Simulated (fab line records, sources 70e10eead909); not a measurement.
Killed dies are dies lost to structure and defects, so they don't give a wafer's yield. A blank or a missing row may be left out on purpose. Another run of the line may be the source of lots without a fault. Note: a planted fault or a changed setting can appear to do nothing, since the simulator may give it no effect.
fab line records	flow nand-harc
record lots=24	wafers=72	last-day=34
route steps=1302 shown P_ZERO_WELL@17 P_STI@85 P_CONTACT@218
lots untouched by any fault: they come from a run of this same line in which no faults occurred
start-h: start of the lot's first displayed wafer, in hours after the record's first day	wait-h: hours from the lot's prior step to this one	" the same as in the row above	L1.1+2: one row covering several wafers at once	- no value present, or no start provided	* or withheld: withheld	< > ~ a bound
route shown NAME@n: NAME is a module with steps in the file, n the number in the route of the first one	usual: mean and standard deviation over wafers with no fault	same: alike in all rows	chamber/n: place in a boat	sites: each site's reading	_std_site: how widely they spread, as a standard deviation	_edge_site: outer sites' mean less inner sites'	radius-mm: for every site, how far away it sits from the centre of the wafer	mask NAME#n: copy n	behind: the most recent tool/chamber to have shaped the wafer	hold: the reason the lot was held/the length of the hold in hours/how it ended	device: names the non-switching transistor (n, p or np)	end of line: the same wafers' tests at the end of the route	step lacking rows: just its recipe	killed: count of dies lost to structure and defects at first sort (not the wafer's yield)	map: shows each die of a wafer: x if killed, . if not, _ if none is there
set.NAME: the setting the step ran with; set.NAME@STEP: the setting that earlier step ran with	model.NAME: the simulator's own value behind a step, which no gauge read
a sample of lots followed through the steps of the route, with each step as a table and each wafer as a row
services: when a tool's chamber went out of use (start-h, in hours from the record's first day, below 0 if earlier), for how many hours, and the reason
## steps
# step NHARC_P_ZERO_WELL_ETCH_65
# recipe target-depth-a=800	overetch-a=240	time-s=87.88	ion-energy-ev=200	n2-flow-sccm=150	h2-flow-sccm=150	ar-flow-sccm=0	rf-w=400	bias-w=150	chemistry=N2/H2
# usual drypump-motor-current-A=5.6/0.45	oes-product-au=0.999/0.0094	rf-vpp-V=430.4/2.7	showerhead-plenum-p-Torr=2.04/0.096	throttle-valve-pct=14.172/0.0082
# same time-s=87.88
lot.wafer	tool	chamber	start-h	wait-h	drypump-motor-current-A	oes-product-au	rf-hours-counter-h	rf-vpp-V	showerhead-plenum-p-Torr	throttle-valve-pct
L074.4	rie-diel-07	2	21.40	0.1	5.9	1.008	26	428.1	1.95	14.178
L074.1	"	3	"	"	6.2	1.014	26	431.5	2.10	14.172
L074.6	"	0	"	"	5.8	1.009	-	428.2	1.97	14.172
L075.2	rie-diel-10	0	31.51	0.1	6.0	1.009	36	427.0	1.91	14.179
L075.6	"	2	"	"	4.8	1.020	-	431.1	2.00	14.170
L075.5	"	3	"	"	5.0	1.005	-	430.4	2.01	14.174
L076.2	rie-diel-07	3	41.63	0.1	6.2	0.997	31	431.3	2.10	14.163
L076.1	"	2	"	"	5.9	0.999	33	427.9	1.95	14.162
L076.5	"	1	"	"	5.8	0.990	-	431.5	2.09	14.181
L077.4	rie-diel-07	1	51.50	0.1	5.8	0.995	33	431.5	2.08	14.177
L077.6	"	3	"	"	6.2	1.005	-	430.8	2.10	14.162
L077.5	"	0	"	"	5.8	1.000	-	429.3	1.97	14.164
L078.3	rie-diel-10	2	61.42	0.1	4.8	1.012	53	430.1	2.00	14.193
L078.5	"	2	"	"	4.8	1.019	-	430.2	2.00	14.176
L078.6	"	3	"	"	5.0	1.010	-	430.0	2.00	14.175
L079.4	rie-diel-02	3	71.48	0.1	5.2	0.988	7	435.6	2.22	14.166
L079.2	"	1	"	"	5.2	1.009	11	435.1	2.21	14.179
L079.5	"	0	"	"	5.3	1.001	-	433.4	2.14	14.157
L080.4	rie-diel-02	1	81.49	0.1	5.2	1.001	13	435.1	2.21	14.169
L080.6	"	0	"	"	5.3	1.005	-	432.8	2.14	14.165
L080.5	"	1	"	"	5.3	0.994	-	435.2	2.21	14.167
L081.2	rie-diel-07	3	91.48	0.1	6.2	1.002	51	433.5	2.10	14.185
L081.5	"	3	"	"	6.2	0.998	-	432.3	2.09	14.177
L081.6	"	0	"	"	5.8	1.007	-	428.0	1.97	14.175
L082.2	rie-diel-10	1	101.48	0.1	5.9	0.991	9	426.3	1.93	14.167
L082.4	"	3	"	"	5.0	1.006	10	430.6	2.00	14.173
L082.1	"	0	"	"	6.0	1.011	10	424.9	1.90	14.184
L083.3	rie-diel-10	1	111.50	0.1	5.9	0.984	11	425.7	1.93	14.173
L083.2	"	2	"	"	4.8	0.996	11	428.4	1.99	14.171
L083.1	"	3	"	"	5.0	0.993	13	427.9	2.00	14.156
L084.2	rie-diel-02	1	121.35	0.1	5.2	0.999	26	435.4	2.21	14.176
L084.3	"	0	"	"	5.3	1.003	25	433.5	2.13	14.165
L084.6	"	1	"	"	5.2	0.996	-	434.3	2.21	14.166
L085.1	rie-diel-07	3	131.49	0.1	6.3	1.004	1	431.3	2.09	14.170
L085.3	"	1	"	"	5.8	0.987	0	431.9	2.08	14.175
L085.4	"	2	"	"	5.9	1.011	1	428.2	1.94	14.167
L086.2	rie-diel-02	3	141.68	0.1	5.2	0.987	28	434.7	2.21	14.170
L086.1	"	0	"	"	5.3	1.003	33	432.2	2.13	14.192
L086.5	"	0	"	"	5.3	1.002	-	433.0	2.13	14.175
L087.1	rie-diel-10	3	151.49	0.1	5.0	1.000	29	429.4	1.99	14.168
L087.5	"	1	"	"	5.9	0.991	-	427.6	1.93	14.168
L087.6	"	2	"	"	4.8	1.009	-	429.3	1.99	14.177
L088.1	rie-diel-02	2	161.49	0.1	6.0	0.997	35	432.4	2.04	14.160
L088.5	"	1	"	"	5.3	0.991	-	435.4	2.20	14.176
L088.6	"	2	"	"	6.0	0.988	-	430.2	2.04	14.171
L089.4	rie-diel-07	2	171.50	0.1	5.9	1.012	14	426.0	1.94	14.172
L089.2	"	3	"	"	6.2	1.013	15	430.1	2.09	14.160
L089.6	"	2	"	"	5.9	1.011	-	427.9	1.94	14.169
L090.1	rie-diel-10	3	181.37	0.1	5.0	1.009	37	429.1	1.99	14.169
L090.4	"	1	"	"	5.9	0.997	32	427.6	1.93	14.171
L090.5	"	3	"	"	5.0	1.005	-	428.3	1.99	14.180
L091.1	rie-diel-02	1	191.50	0.1	5.2	1.011	52	434.4	2.20	14.188
L091.2	"	2	"	"	6.0	0.997	47	432.5	2.04	14.177
L091.3	"	0	"	"	5.2	0.999	49	433.3	2.12	14.171
L092.1	rie-diel-07	3	201.37	0.1	6.2	1.001	23	432.9	2.08	14.168
L092.3	"	0	"	"	5.8	0.999	24	428.3	1.95	14.169
L092.4	"	1	"	"	5.8	0.982	23	431.6	2.07	14.156
L093.2	rie-diel-07	2	211.68	0.1	5.9	1.010	25	428.0	1.93	14.173
L093.1	"	3	"	"	6.2	0.997	26	431.7	2.08	14.156
L093.4	"	1	"	"	5.9	0.988	26	431.2	2.07	14.168
L094.1	rie-diel-10	2	221.42	0.1	4.8	1.004	47	428.4	1.98	14.181
L094.2	"	0	"	"	5.9	1.016	52	425.6	1.89	14.167
L094.5	"	2	"	"	4.8	1.004	-	427.7	1.98	14.187
L095.4	rie-diel-07	2	231.36	0.1	5.9	1.019	32	427.1	1.93	14.170
L095.3	"	1	"	"	5.8	0.993	33	430.2	2.06	14.170
L095.6	"	3	"	"	6.2	1.009	-	432.1	2.08	14.160
L096.2	rie-diel-07	2	241.63	0.1	5.9	1.002	37	428.2	1.93	14.173
L096.1	"	1	"	"	5.8	0.981	37	430.3	2.06	14.164
L096.6	"	0	"	"	5.8	0.992	-	427.3	1.95	14.166
L097.2	rie-diel-02	2	251.42	0.1	5.9	0.989	7	430.2	2.03	14.165
L097.5	"	3	"	"	5.2	0.972	-	434.5	2.20	14.175
L097.6	"	0	"	"	5.3	0.988	-	434.1	2.12	14.159
# step NHARC_P_STI_INSPECT_11
# usual raw-defect-count=5.2/2.7
lot.wafer	tool	chamber	start-h	wait-h	raw-defect-count
L074.1	defect-inspect-02	-	46.02	0.0	3
L074.4	"	-	"	"	1
L074.6	"	-	"	"	3
L075.2	defect-inspect-01	-	57.05	0.0	7
L075.5	"	-	"	"	6
L075.6	"	-	"	"	2
L076.1	defect-inspect-01	-	65.20	0.0	5
L076.2	"	-	"	"	0
L076.5	"	-	"	"	8
L077.4	defect-inspect-01	-	72.98	0.0	6
L077.5	"	-	"	"	2
L077.6	"	-	"	"	11
L078.3	defect-inspect-02	-	83.70	0.0	10
L078.5	"	-	"	"	12
L078.6	"	-	"	"	3
L079.2	defect-inspect-02	-	94.10	0.0	2
L079.4	"	-	"	"	3
L079.5	"	-	"	"	10
L080.4	defect-inspect-01	-	106.00	0.0	3
L080.5	"	-	"	"	6
L080.6	"	-	"	"	2
L081.2	defect-inspect-02	-	114.60	0.0	3
L081.5	"	-	"	"	3
L081.6	"	-	"	"	3
L082.1	defect-inspect-01	-	126.21	0.0	4
L082.2	"	-	"	"	2
L082.4	"	-	"	"	2
L083.1	defect-inspect-02	-	134.00	0.0	9
L083.2	"	-	"	"	8
L083.3	"	-	"	"	11
L084.2	defect-inspect-02	-	149.31	0.0	6
L084.3	"	-	"	"	3
L084.6	"	-	"	"	3
L085.1	defect-inspect-02	-	157.06	0.0	2
L085.3	"	-	"	"	5
L085.4	"	-	"	"	7
L086.1	defect-inspect-01	-	162.52	0.0	6
L086.2	"	-	"	"	4
L086.5	"	-	"	"	7
L087.1	defect-inspect-02	-	173.55	0.0	8
L087.5	"	-	"	"	2
L087.6	"	-	"	"	5
L088.1	defect-inspect-02	-	183.96	0.0	6
L088.5	"	-	"	"	7
L088.6	"	-	"	"	4
L089.2	defect-inspect-02	-	192.64	0.0	2
L089.4	"	-	"	"	3
L089.6	"	-	"	"	7
L090.1	defect-inspect-02	-	204.38	0.0	1
L090.4	"	-	"	"	7
L090.5	"	-	"	"	9
L091.1	defect-inspect-01	-	213.23	0.0	7
L091.2	"	-	"	"	2
L091.3	"	-	"	"	6
L092.1	defect-inspect-02	-	224.51	0.0	5
L092.3	"	-	"	"	7
L092.4	"	-	"	"	12
L093.1	defect-inspect-02	-	236.39	0.0	4
L093.2	"	-	"	"	5
L093.4	"	-	"	"	4
L094.1	defect-inspect-01	-	244.05	0.0	3
L094.2	"	-	"	"	6
L094.5	"	-	"	"	1
L095.3	defect-inspect-01	-	252.62	0.0	7
L095.4	"	-	"	"	3
L095.6	"	-	"	"	3
L096.1	defect-inspect-01	-	264.30	0.0	5
L096.2	"	-	"	"	7
L096.6	"	-	"	"	11
L097.2	defect-inspect-01	-	273.19	0.0	1
L097.5	"	-	"	"	6
L097.6	"	-	"	"	4
# step NHARC_P_STI_ETCH_31
# recipe target-depth-a=1089	time-s=54.5	cf4-flow-sccm=100	chf3-flow-sccm=30	ar-flow-sccm=0	rf-w=500	bias-w=200	chemistry=CF4/CHF3
# usual drypump-motor-current-A=5.6/0.57	oes-product-au=0.961/0.018	rf-vpp-V=370.0/2.5	showerhead-plenum-p-Torr=1.56/0.071	throttle-valve-pct=16.801/0.01
# same time-s=54.5
lot.wafer	tool	chamber	start-h	wait-h	drypump-motor-current-A	oes-product-au	rf-hours-counter-h	rf-vpp-V	showerhead-plenum-p-Torr	throttle-valve-pct
L074.1	rie-diel-01	2	-	-	4.8	0.965	0	375.0	1.69	16.787
L074.4	"	1	"	"	6.2	0.967	0	368.7	1.54	16.813
L074.6	"	2	"	"	4.8	0.966	-	374.1	1.69	16.804
L075.2	rie-diel-01	1	-	-	6.2	0.978	1	369.2	1.54	16.788
L075.5	"	0	"	"	5.0	0.974	-	365.9	1.49	16.787
L075.6	"	1	"	"	6.2	0.982	-	369.5	1.54	16.813
L076.2	rie-diel-01	3	-	-	6.1	0.945	2	370.1	1.53	16.803
L076.1	"	0	"	"	5.0	0.957	2	368.4	1.49	16.808
L076.5	"	3	"	"	6.0	0.930	-	370.0	1.53	16.799
L077.4	rie-diel-01	3	-	-	6.0	0.955	2	368.2	1.53	16.790
L077.6	"	3	"	"	6.1	0.960	-	369.8	1.53	16.793
L077.5	"	0	"	"	5.1	0.974	-	368.1	1.49	16.813
L078.3	rie-diel-09	3	-	-	5.5	0.988	8	367.2	1.49	16.802
L078.5	"	2	"	"	6.0	0.950	-	370.4	1.55	16.814
L078.6	"	3	"	"	5.5	0.993	-	367.0	1.49	16.814
L079.4	rie-diel-11	0	-	-	4.8	0.966	0	373.0	1.61	16.803
L079.2	"	1	"	"	5.2	0.966	0	374.2	1.68	16.802
L079.5	"	3	"	"	6.2	0.989	-	368.8	1.48	16.808
L080.4	rie-diel-09	0	-	-	6.4	0.966	10	369.6	1.52	16.805
L080.5	"	3	"	"	5.6	0.974	-	366.7	1.49	16.833
L080.6	"	0	"	"	6.4	0.968	-	368.1	1.52	16.799
L081.2	rie-diel-11	2	-	-	5.4	0.939	1	371.6	1.56	16.810
L081.6	"	2	"	"	5.4	0.940	-	370.7	1.56	16.808
L081.5	"	3	"	"	6.2	0.963	-	367.0	1.48	16.808
L082.2	rie-diel-11	0	-	-	4.8	0.963	2	370.8	1.61	16.790
L082.1	"	1	"	"	5.2	0.989	2	373.7	1.68	16.801
L082.4	"	2	"	"	5.4	0.965	2	370.5	1.56	16.813
L083.3	rie-diel-09	2	-	-	6.1	0.953	12	368.4	1.55	16.810
L083.1	"	3	"	"	5.5	0.958	12	367.4	1.48	16.796
L083.2	"	1	"	"	6.1	0.969	12	371.2	1.60	16.802
L084.3	rie-diel-11	3	-	-	6.2	0.972	4	367.4	1.48	16.784
L084.2	"	1	"	"	5.2	0.974	4	373.2	1.68	16.807
L084.6	"	0	"	"	4.8	0.950	-	370.5	1.61	16.799
L085.3	rie-diel-01	2	-	-	4.8	0.967	6	373.0	1.69	16.809
L085.4	"	3	"	"	6.0	0.947	6	369.1	1.53	16.808
L085.1	"	1	"	"	6.2	0.975	6	369.2	1.54	16.793
L086.1	rie-diel-09	1	-	-	6.1	0.964	0	370.7	1.60	16.804
L086.2	"	2	"	"	6.0	0.956	0	368.4	1.55	16.807
L086.5	"	1	"	"	6.1	0.974	-	370.8	1.60	16.803
L087.1	rie-diel-09	0	-	-	6.4	0.978	2	368.4	1.52	16.795
L087.6	"	3	"	"	5.5	0.976	-	367.1	1.48	16.810
L087.5	"	0	"	"	6.3	0.981	-	370.1	1.52	16.808
L088.1	rie-diel-01	2	-	-	4.8	0.928	7	374.5	1.69	16.802
L088.5	"	1	"	"	6.2	0.934	-	368.5	1.54	16.792
L088.6	"	2	"	"	4.8	0.925	-	374.7	1.69	16.800
L089.4	rie-diel-01	1	-	-	6.2	0.964	7	369.0	1.54	16.828
L089.2	"	2	"	"	4.8	0.973	7	373.9	1.69	16.798
L089.6	"	3	"	"	6.1	0.950	-	369.7	1.53	16.811
L090.1	rie-diel-11	1	204.74	0.1	5.2	0.974	5	373.6	1.68	16.792
L090.4	"	3	"	"	6.2	0.977	-	367.9	1.48	16.808
L090.5	"	3	"	"	6.2	0.980	-	366.4	1.48	16.798
L091.2	rie-diel-11	3	-	-	6.2	0.982	7	366.9	1.48	16.805
L091.1	"	0	"	"	4.8	0.951	7	372.1	1.61	16.818
L091.3	"	2	"	"	5.4	0.967	7	369.2	1.56	16.789
L092.1	rie-diel-01	3	-	-	6.0	0.968	1	368.6	1.53	16.806
L092.4	"	0	"	"	5.1	0.960	0	367.1	1.48	16.803
L092.3	"	1	"	"	6.2	0.978	1	368.7	1.54	16.810
L093.2	rie-diel-09	1	-	-	6.1	0.974	8	370.2	1.59	16.791
L093.4	"	2	"	"	6.1	0.954	8	369.6	1.55	16.802
L093.1	"	3	"	"	5.5	0.983	8	367.8	1.48	16.812
L094.2	rie-diel-01	1	-	-	6.2	0.968	2	369.4	1.54	16.815
L094.1	"	0	"	"	5.1	0.994	2	366.4	1.48	16.803
L094.5	"	1	"	"	6.2	0.957	-	369.2	1.54	16.808
L095.4	rie-diel-09	1	-	-	6.1	0.920	9	371.1	1.59	16.785
L095.3	"	3	"	"	5.5	0.938	10	366.8	1.48	16.803
L095.6	"	1	"	"	6.1	0.931	-	373.1	1.59	16.782
L096.1	rie-diel-01	3	-	-	6.0	0.928	4	369.6	1.53	16.814
L096.2	"	0	"	"	5.1	0.930	3	368.0	1.48	16.794
L096.6	"	3	"	"	6.0	0.927	-	369.2	1.53	16.794
L097.2	rie-diel-01	3	-	-	6.1	0.951	4	369.1	1.53	16.811
L097.5	"	2	"	"	4.8	0.954	-	373.9	1.69	16.804
L097.6	"	3	"	"	6.0	0.951	-	370.7	1.53	16.788
# step NHARC_P_CONTACT_DEP_00
# recipe target-thk-a=5000	temp-c=400	pressure-torr=6.5	rf-w=900	teos-flow-sccm=161.4	flow-sccm=2650	target-thk-nm=500	gas=O2	material=SiO2
# usual heater-power-w=545/99	throttle-valve-pct=15.8/0.52
lot.wafer	tool	chamber	start-h	wait-h	heater-power-w	throttle-valve-pct
L074.1	pecvd-04	1	-	-	456	14.9
L074.6	"	1	"	"	482	15.3
L074.4	"	0	"	"	552	15.4
L075.2	pecvd-01	2	-	-	604	16.6
L075.5	"	2	"	"	604	16.6
L075.6	"	1	"	"	535	16.0
L076.2	pecvd-02	1	-	-	589	16.2
L076.1	"	2	"	"	538	15.4
L076.5	"	2	"	"	548	15.1
L077.4	pecvd-01	1	-	-	539	15.9
L077.5	"	2	"	"	619	16.1
L077.6	"	0	"	"	658	15.5
L078.3	pecvd-02	2	160.95	0.3	545	15.3
L078.6	"	1	"	"	594	16.3
L078.5	"	2	"	"	407	15.2
L079.2	pecvd-01	1	-	-	429	16.1
L079.4	"	1	"	"	477	16.0
L079.5	"	2	"	"	691	16.5
L080.6	pecvd-04	0	-	-	624	15.9
L080.5	"	1	"	"	497	15.4
L080.4	"	2	"	"	394	16.0
L081.2	pecvd-01	0	-	-	755	15.2
L081.6	"	2	"	"	665	16.4
L081.5	"	0	"	"	748	15.2
L082.1	pecvd-01	0	-	-	780	15.5
L082.2	"	1	"	"	532	16.1
L082.4	"	2	"	"	609	16.6
L083.1	pecvd-02	2	-	-	543	15.8
L083.2	"	0	"	"	484	15.8
L083.3	"	1	"	"	550	16.7
L084.2	pecvd-02	2	-	-	474	15.6
L084.3	"	0	"	"	383	15.7
L084.6	"	2	"	"	504	15.9
L085.1	pecvd-01	2	-	-	633	16.4
L085.3	"	1	"	"	550	16.0
L085.4	"	1	"	"	410	16.1
L086.2	pecvd-04	2	-	-	484	16.1
L086.1	"	0	"	"	583	16.2
L086.5	"	2	"	"	361	16.0
L087.1	pecvd-02	0	-	-	441	15.5
L087.6	"	1	"	"	600	16.2
L087.5	"	2	"	"	539	15.3
L089.2	pecvd-04	1	-	-	480	15.5
L089.4	"	1	"	"	490	15.3
L089.6	"	2	"	"	488	16.5
L088.1	pecvd-01	1	-	-	445	16.3
L088.5	"	1	"	"	463	16.1
L088.6	"	2	"	"	525	16.6
L090.1	pecvd-02	1	-	-	607	16.4
L090.4	"	2	"	"	503	15.0
L090.5	"	0	"	"	417	15.3
L091.3	pecvd-01	1	-	-	444	16.2
L091.2	"	2	"	"	562	16.9
L091.1	"	0	"	"	620	15.3
L092.1	pecvd-01	2	-	-	593	16.7
L092.3	"	0	"	"	617	15.7
L092.4	"	1	"	"	530	16.1
L093.2	pecvd-04	0	-	-	537	15.6
L093.1	"	1	"	"	560	14.7
L093.4	"	2	"	"	469	15.8
L094.1	pecvd-02	1	-	-	650	16.4
L094.2	"	0	"	"	350	15.4
L094.5	"	1	"	"	644	16.2
L095.3	pecvd-02	0	-	-	440	15.7
L095.4	"	2	"	"	417	15.2
L095.6	"	1	"	"	553	16.6
L096.2	pecvd-04	2	-	-	478	16.0
L096.1	"	1	"	"	546	14.7
L096.6	"	0	"	"	656	15.9
L097.2	pecvd-01	1	-	-	565	16.0
L097.5	"	1	"	"	440	15.9
L097.6	"	2	"	"	612	16.8
# step NHARC_P_CONTACT_CMP_01
# recipe target-thk-nm=200	material=SiO2
# usual motor-current-A=11.7/1.4
lot.wafer	tool	chamber	start-h	wait-h	motor-current-A
L074.4	cmp-02	2	117.01	-	11.6
L074.1	"	3	"	"	11.5
L074.6	"	3	"	"	11.6
L075.2	cmp-04	1	130.69	-	12.9
L075.5	"	0	"	"	11.6
L075.6	"	1	"	"	13.2
L076.2	cmp-03	1	134.31	-	10.9
L076.1	"	2	"	"	12.9
L076.5	"	0	"	"	8.6
L077.4	cmp-02	0	146.00	-	10.6
L077.5	"	1	"	"	11.4
L077.6	"	2	"	"	11.2
L078.3	cmp-03	0	161.36	0.3	8.2
L078.6	"	0	"	"	8.6
L078.5	"	1	"	"	10.4
L079.4	cmp-02	1	164.98	-	11.6
L079.2	"	2	"	"	11.7
L079.5	"	1	"	"	11.3
L080.4	cmp-03	2	183.33	-	11.8
L080.5	"	2	"	"	13.1
L080.6	"	3	"	"	11.4
L081.2	cmp-02	3	184.09	-	11.3
L081.6	"	0	"	"	10.8
L081.5	"	1	"	"	11.5
L082.1	cmp-04	2	202.96	-	12.9
L082.4	"	0	"	"	11.7
L082.2	"	1	"	"	13.1
L083.1	cmp-03	0	210.44	-	8.5
L083.2	"	1	"	"	11.1
L083.3	"	2	"	"	12.7
L084.2	cmp-04	2	223.10	-	12.8
L084.3	"	0	"	"	11.8
L084.6	"	3	"	"	14.2
L085.3	cmp-04	1	228.74	-	12.7
L085.4	"	2	"	"	13.1
L085.1	"	0	"	"	12.0
L086.2	cmp-02	2	229.68	-	11.1
L086.1	"	0	"	"	10.0
L086.5	"	3	"	"	11.8
L087.1	cmp-04	2	244.71	-	12.9
L087.5	"	0	"	"	11.1
L087.6	"	1	"	"	13.3
L089.4	cmp-02	2	269.44	-	11.5
L089.2	"	3	"	"	11.2
L089.6	"	2	"	"	11.2
L088.1	cmp-04	1	270.52	-	13.0
L088.5	"	1	"	"	13.3
L088.6	"	2	"	"	13.5
L090.4	cmp-02	0	284.19	-	10.6
L090.1	"	1	"	"	11.8
L090.5	"	0	"	"	10.9
L091.1	cmp-02	2	295.46	-	11.1
L091.2	"	0	"	"	10.6
L091.3	"	1	"	"	12.0
L092.1	cmp-03	0	296.31	-	8.7
L092.4	"	2	"	"	12.4
L092.3	"	3	"	"	10.8
L093.1	cmp-04	0	306.96	-	11.6
L093.2	"	2	"	"	13.6
L093.4	"	3	"	"	13.0
L094.1	cmp-04	1	312.20	-	12.8
L094.2	"	3	"	"	13.2
L094.5	"	0	"	"	11.7
L095.4	cmp-04	3	324.50	-	13.7
L095.3	"	1	"	"	13.2
L095.6	"	2	"	"	13.2
L096.2	cmp-04	1	340.00	-	13.0
L096.1	"	2	"	"	13.3
L096.6	"	1	"	"	12.9
L097.2	cmp-03	1	342.65	-	10.4
L097.6	"	3	"	"	11.5
L097.5	"	0	"	"	8.5
# step NHARC_P_CONTACT_ETCH_36
# recipe target-depth-a=2600	over-etch-frac=0.25	time-s=406.25	ion-energy-ev=200	n2-flow-sccm=150	h2-flow-sccm=150	ar-flow-sccm=0	rf-w=400	bias-w=150	chemistry=N2/H2
# usual drypump-motor-current-A=5.6/0.38	oes-product-au=0.999/0.0092	rf-vpp-V=430.4/2.7	showerhead-plenum-p-Torr=2.03/0.097	throttle-valve-pct=14.172/0.0084
# same time-s=406.25
lot.wafer	tool	chamber	start-h	wait-h	drypump-motor-current-A	oes-product-au	rf-hours-counter-h	rf-vpp-V	showerhead-plenum-p-Torr	throttle-valve-pct
L074.1	rie-diel-04	3	-	-	5.5	1.005	2.8	434.8	2.20	14.163
L074.4	"	2	"	"	5.7	0.992	2.9	429.5	1.99	14.166
L074.6	"	0	"	"	5.5	1.016	-	428.0	1.95	14.191
L075.2	rie-diel-08	3	-	-	5.5	0.982	6.7	432.4	2.20	14.171
L075.5	"	1	"	"	5.1	0.985	-	426.8	1.97	14.161
L075.6	"	2	"	"	5.1	1.014	-	432.4	2.06	14.158
L076.2	rie-diel-13	0	-	-	6.6	1.014	3.0	426.8	1.93	14.162
L076.1	"	1	"	"	5.5	0.992	3.1	432.9	2.11	14.175
L076.5	"	0	"	"	6.6	1.012	-	428.4	1.93	14.158
L077.4	rie-diel-04	1	-	-	5.7	0.998	3.7	428.2	1.99	14.188
L077.5	"	2	"	"	5.8	0.999	-	430.0	1.99	14.187
L077.6	"	3	"	"	5.5	0.994	-	435.1	2.20	14.181
L078.3	rie-diel-13	2	-	-	5.4	0.999	3.8	427.6	1.94	14.170
L078.5	"	3	"	"	5.9	0.998	-	431.8	2.11	14.187
L078.6	"	0	"	"	6.6	1.007	-	428.7	1.93	14.179
L079.2	rie-diel-04	3	-	-	5.5	0.999	4.6	434.3	2.20	14.164
L079.4	"	2	"	"	5.7	0.996	4.5	430.1	1.99	14.176
L079.5	"	0	"	"	5.5	1.014	-	427.4	1.95	14.163
L080.4	rie-diel-08	0	-	-	5.7	1.015	8.9	427.5	1.95	14.189
L080.5	"	3	"	"	5.5	1.001	-	435.7	2.20	14.163
L080.6	"	0	"	"	5.7	1.009	-	427.3	1.95	14.164
L081.2	rie-diel-13	2	-	-	5.3	0.993	0.3	427.6	1.94	14.184
L081.6	"	0	"	"	6.6	1.003	-	428.7	1.93	14.168
L081.5	"	1	"	"	5.5	0.987	-	432.7	2.11	14.172
L082.1	rie-diel-08	2	-	-	5.1	1.005	0.2	431.6	2.06	14.175
L082.4	"	3	"	"	5.5	0.999	0.3	433.5	2.20	14.163
L082.2	"	0	"	"	5.7	1.014	0.3	428.5	1.95	14.167
L083.3	rie-diel-04	1	-	-	5.7	1.006	0.3	429.4	1.99	14.170
L083.2	"	2	"	"	5.7	1.005	0.3	428.3	1.99	14.157
L083.1	"	3	"	"	5.5	1.015	0.3	434.7	2.20	14.178
L084.3	rie-diel-13	1	-	-	5.5	0.987	1.5	432.6	2.11	14.162
L084.2	"	2	"	"	5.4	1.000	1.3	427.9	1.94	14.189
L084.6	"	0	"	"	6.6	1.002	-	428.3	1.93	14.184
L085.3	rie-diel-13	2	-	-	5.4	0.993	1.6	428.4	1.94	14.179
L085.1	"	0	"	"	6.6	0.998	1.9	428.4	1.93	14.178
L085.4	"	1	"	"	5.5	0.984	1.8	433.3	2.11	14.164
L086.1	rie-diel-04	2	-	-	5.7	0.997	1.2	429.6	1.99	14.168
L086.2	"	3	"	"	5.5	1.006	0.8	433.3	2.20	14.183
L086.5	"	2	"	"	5.7	1.001	-	428.4	1.99	14.181
L087.1	rie-diel-08	2	-	-	5.1	1.000	2.7	430.5	2.06	14.182
L087.5	"	2	"	"	5.1	0.997	-	432.0	2.06	14.182
L087.6	"	3	"	"	5.5	0.992	-	433.8	2.20	14.188
L089.4	rie-diel-04	3	-	-	5.5	1.010	1.5	435.6	2.20	14.175
L089.2	"	1	"	"	5.7	0.988	1.7	428.0	1.99	14.162
L089.6	"	3	"	"	5.5	1.007	-	434.8	2.20	14.176
L088.1	rie-diel-04	3	-	-	5.5	1.009	2.0	435.5	2.20	14.168
L088.6	"	1	"	"	5.7	1.006	-	429.0	1.99	14.170
L088.5	"	2	"	"	5.7	0.992	-	428.4	1.99	14.170
L090.4	rie-diel-04	2	-	-	5.8	0.998	3.1	430.3	1.99	14.178
L090.1	"	0	"	"	5.5	1.008	2.3	427.9	1.94	14.175
L090.5	"	1	"	"	5.7	1.003	-	428.6	1.99	14.168
L091.2	rie-diel-04	3	-	-	5.5	1.015	3.1	434.9	2.20	14.178
L091.3	"	1	"	"	5.7	1.006	3.2	428.8	1.99	14.169
L091.1	"	2	"	"	5.7	0.997	3.7	429.6	1.99	14.169
L092.3	rie-diel-13	2	-	-	5.4	0.992	3.0	428.4	1.93	14.169
L092.4	"	0	"	"	6.6	1.002	3.2	427.1	1.93	14.168
L092.1	"	1	"	"	5.5	0.996	3.0	432.2	2.11	14.169
L093.2	rie-diel-04	1	-	-	5.7	1.006	3.7	429.1	1.99	14.181
L093.4	"	2	"	"	5.7	0.999	4.1	429.5	1.99	14.174
L093.1	"	3	"	"	5.5	1.016	3.7	435.0	2.20	14.177
L094.1	rie-diel-13	0	-	-	6.6	1.006	3.7	427.3	1.93	14.173
L094.2	"	1	"	"	5.5	0.990	3.3	431.7	2.11	14.171
L094.5	"	0	"	"	6.6	1.001	-	427.5	1.92	14.173
L095.4	rie-diel-04	2	-	-	5.7	0.999	4.9	431.0	1.99	14.170
L095.3	"	3	"	"	5.5	1.010	4.3	436.2	2.20	14.185
L095.6	"	2	"	"	5.7	0.995	-	430.9	1.99	14.176
L096.1	rie-diel-08	1	-	-	5.1	0.998	5.1	428.6	1.96	14.185
L096.2	"	0	"	"	5.7	1.017	7.0	426.5	1.95	14.159
L096.6	"	1	"	"	5.1	0.999	-	429.2	1.96	14.168
L097.2	rie-diel-08	3	-	-	5.5	0.997	7.4	436.0	2.20	14.174
L097.5	"	3	"	"	5.5	0.985	-	435.5	2.20	14.164
L097.6	"	2	"	"	5.1	0.997	-	431.5	2.06	14.171
## services
tool	chamber	start-h	hours	kind
rie-diel-04	-	0.90	9.0	pm
cmp-04	-	13.04	4.0	pm
cmp-04	-	21.64	2.3	repair
rie-diel-01	-	26.80	9.0	pm
rie-diel-07	0	32.11	11.8	repair
rie-diel-04	0	50.50	9.9	repair
rie-diel-04	-	69.96	1.5	repair
rie-diel-07	2	100.78	15.0	repair
cmp-04	-	111.04	4.0	pm
rie-diel-07	-	118.53	9.0	pm
pecvd-01	-	130.45	13.0	pm
rie-diel-04	0	132.46	7.1	repair
rie-diel-04	3	141.37	1.4	repair
cmp-04	-	151.82	0.7	repair
cmp-04	-	161.08	2.8	repair
rie-diel-04	1	170.99	6.0	repair
rie-diel-04	-	177.90	9.0	pm
rie-diel-01	-	184.45	1.1	repair
rie-diel-01	-	198.81	0.7	repair
rie-diel-01	-	203.85	9.0	pm
rie-diel-04	3	213.67	6.3	repair
rie-diel-01	-	225.96	3.8	repair
rie-diel-01	-	308.35	1.8	repair
rie-diel-04	1	342.87	2.6	repair
## key
fault none
